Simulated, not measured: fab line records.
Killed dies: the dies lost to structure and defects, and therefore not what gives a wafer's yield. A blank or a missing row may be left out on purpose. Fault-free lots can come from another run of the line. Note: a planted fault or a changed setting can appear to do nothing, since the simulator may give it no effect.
A struck lot beside a sound one :: flow n5-finfet :: 45 steps out of a route of 1938
Sound: these wafers, L779.1, L779.4, L779.5. Wafers L780.1, L780.4, L780.5 were the ones struck. The cause is given at the end.
Order at every step that has rows: each side's tool, ch and its chambers, its first start. Under that, the readings that differ: sound wafers :: struck wafers :: difference of the means :: sigmas: that difference in standard deviations of wafers without a fault.
alike: same words and numbers on both sides, and readings whose means sit less than 2 such deviations apart. not compared: any withheld reading, any reading some wafer has no value for, any bound like >300 that may hide the same value, and any number with overlapping values for which the record gives no deviation.
The two part at a step that has a row with sigmas, a row that says differs or no value, or rows on one side only. Numbers that don't overlap but have no deviation are shown without sigmas and don't part them. A reading that every wafer of one side lacks parts them only if that side has two wafers or more.

first, 12 steps without rows for these wafers: N5_BEOL_M1_DESCUM_33 (chemistry O2, time 7 s); N5_BEOL_M1_ETCH_77 (etches underlayer in N2/H2, target depth 6.5 nm, time 5.2 s); N5_BEOL_M1_ETCH_69 (etches SiARC in CF4, target depth 15.6 nm, time 26 s); N5_BEOL_M1_ALD_98 (deposits SiO2, target thk 2.5 nm, pulse time 1 s, co reactant pulse time 1 s); N5_BEOL_M1_ETCHBACK_99 (etches SiO2 in CHF3, target depth 5 nm, time 10.4 s); N5_BEOL_M1_ETCH_70 (etches SOC in N2/H2, target depth 80 nm, overetch 16 nm, time 120 s); N5_BEOL_M1_STRIP_71 (strips in N2/H2); N5_BEOL_M1_STRIP_78 (strips in N2/H2); N5_BEOL_M1_VIA_ETCH_34 (etches the open film in C4F6/O2, target depth 67.8 nm, time 64.4 s); N5_BEOL_M1_STRIP_83 (strips in C4F6/O2); N5_BEOL_M1_STRIP_36 (strips in N2/H2); N5_BEOL_M1_TRENCH_ETCH_37 (etches SiOC in C4F6/O2, target depth 55.207 nm, time 29 s).
N5_BEOL_M1_ETCH_41: etches SiCN in CH3F/O2, target depth 31.9 nm, time 57.8 s.
  sound on rie-diel-03 ch 0,1, day 7 01:23; struck on rie-diel-03 ch 1,2,3, day 7 03:04
  no value came back on the struck wafers for any of 7 readings (CH3F_flow_sccm (sccm), O2_flow_sccm (sccm) and others); on the sound wafers CH3F_flow_sccm (sccm) reads 29.93 30.03 29.99
  not compared: rf-hours-counter-h
then, 27 steps without rows for these wafers: N5_BEOL_M1_STRIP_97 (strips in N2/H2, time 10 s); N5_BEOL_M1_HM_STRIP_39 (strips TiN in peroxide tin strip, target depth 25 nm, time 158 s); N5_BEOL_M1_SRD_40 (time 30 s); N5_BEOL_M1_PRECLEAN_42 (cleans in residue remover, time 60 s); N5_BEOL_M1_SRD_43 (time 30 s); N5_BEOL_M1_DEGAS_44 (time 60 s); N5_BEOL_M1_PRE_CLEAN_45 (time 30 s); N5_BEOL_M1_ALD_84 (deposits TaN, pulse time 2 s, purge time 3 s, co reactant purge time 2 s); N5_BEOL_M1_SURFACE_TREAT_85; N5_BEOL_M1_CVD_47 (deposits Co from CCTBA/H2, target thk 3 nm, time 223.8 s); N5_BEOL_M1_SPUTTER_48 (material Cu, target thk 4.5 nm, time 8.29 s); N5_BEOL_M1_ANNEAL_49 (time 240 s); N5_BEOL_M1_SPUTTER_79 (material Cu, target thk 4.5 nm, time 8.29 s); N5_BEOL_M1_ANNEAL_80 (time 240 s); N5_BEOL_M1_SPUTTER_81 (material Cu, target thk 4.5 nm, time 8.29 s); N5_BEOL_M1_ANNEAL_82 (time 240 s); N5_BEOL_M1_SPUTTER_86 (material Cu, target thk 4.5 nm, time 8.29 s); N5_BEOL_M1_ANNEAL_87 (time 240 s); N5_BEOL_M1_SPUTTER_88 (material Cu, target thk 4.5 nm, time 8.29 s); N5_BEOL_M1_ANNEAL_89 (time 240 s); N5_BEOL_M1_SPUTTER_90 (material Cu, target thk 4.5 nm, time 8.29 s); N5_BEOL_M1_ANNEAL_91 (time 240 s); N5_BEOL_M1_SPUTTER_92 (material Cu, target thk 4.5 nm, time 8.29 s); N5_BEOL_M1_ANNEAL_93 (time 240 s); N5_BEOL_M1_SPUTTER_94 (material Cu, target thk 4.5 nm, time 8.29 s); N5_BEOL_M1_ANNEAL_95 (time 240 s); N5_BEOL_M1_SPUTTER_96 (material Cu, target thk 4.5 nm, time 8.29 s).
N5_BEOL_M1_CMP_52: polishes, stops on SiOC, t overpolish 6.8 s, target thk 40 nm.
  sound on cmp-01 ch 1,2,3, day 7 05:55; struck on cmp-01 ch 0,2,3, day 7 06:23
reading: barrier-field-endpoint-s (s)
sound: 24.2 26.0 25.3
struck: 23.2 23.9 23.6
difference: -1.6
sigmas: -3

reading: model.Cu_of_BEOL_M1_ECD_50.thk-nm (nm)
sound: 40.2 43.4 41
struck: 31.4 33.6 30.8
difference: -9.6
sigmas: 
  alike: edge-zone-pressure-frac, motor-current-A, overpolish-run-s, time-to-endpoint-s
N5_BEOL_M1_THK_MEAS_53: measures by xrf.
  struck on film-metro-02, day 7 06:41; sound on film-metro-01, day 7 06:13
reading: M1_THK (nm)
sound: 40.6 43.9 41.4
struck: 31.8 34.3 31.3
difference: -9.5
sigmas: -6
N5_BEOL_M1_RS_MEAS_58: measurement is done with a four-point probe.
  struck on film-metro-01, day 7 07:00; sound on film-metro-01, day 7 06:31
reading: M1_RS (ohm/sq)
sound: 0.66 0.60 0.65
struck: 0.92 0.84 0.94
difference: +0.26
sigmas: +7
N5_BEOL_M4_RC_MEAS_101:
  the record has rows for the sound wafers here (prober-01 ch 0, day 8 17:28) and none for the struck ones
-- record jumps: 6 days separate the struck wafers' starts on either side; left off in module BEOL_M4, taken up again in module PASSIVATION, whose first shown step is the route's number 1936 --
N5_PASSIVATION_PROBE_49:
  struck on prober-01, day 13 17:07; sound on prober-01, day 12 23:40
reading: defect-limited-yield (%)
sound: 90.6 84.9 89.5
struck: 0 0 0
difference: -88
sigmas: -52

reading: killed_at_M0_to_M3
sound: 33 30 28
struck: 1101 1117 1120
difference: +1082
sigmas: +98

reading: killed-at-front-end
sound: 50 90 48
struck: 36 35 29
difference: -29
sigmas: -2

reading: killed-dies
sound: 111 178 124
struck: 1180 1180 1180
difference: +1042
sigmas: +52

reading: killed-on-rim
sound: 19 22 16
struck: 152 152 152
difference: +133
sigmas: +31

reading: sort_bin_5_function (%)
sound: 5.9 8.6 6.7
struck: 95.4 96.9 95.7
difference: +88.9
sigmas: +81

reading: sort-n-pass
sound: 1069 1002 1056
struck: 0 0 0
difference: -1042
sigmas: -52

reading: sort-yield-pct (%)
sound: 90.6 84.9 89.5
struck: 0 0 0
difference: -88
sigmas: -52
  alike: killed_at_M4_up, killed-at-contacts, killed-at-other, killed-open, killed-short, sort_bin_6_memory

== WHERE THEY PART ==
Earliest at N5_BEOL_M1_ETCH_41; latest, in this record, at N5_PASSIVATION_PROBE_49.

WHY: the cause the simulator had injected
Step skipped in full: rie-diel-03, at N5_BEOL_M1_ETCH_41, from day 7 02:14 onward. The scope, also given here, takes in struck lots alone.
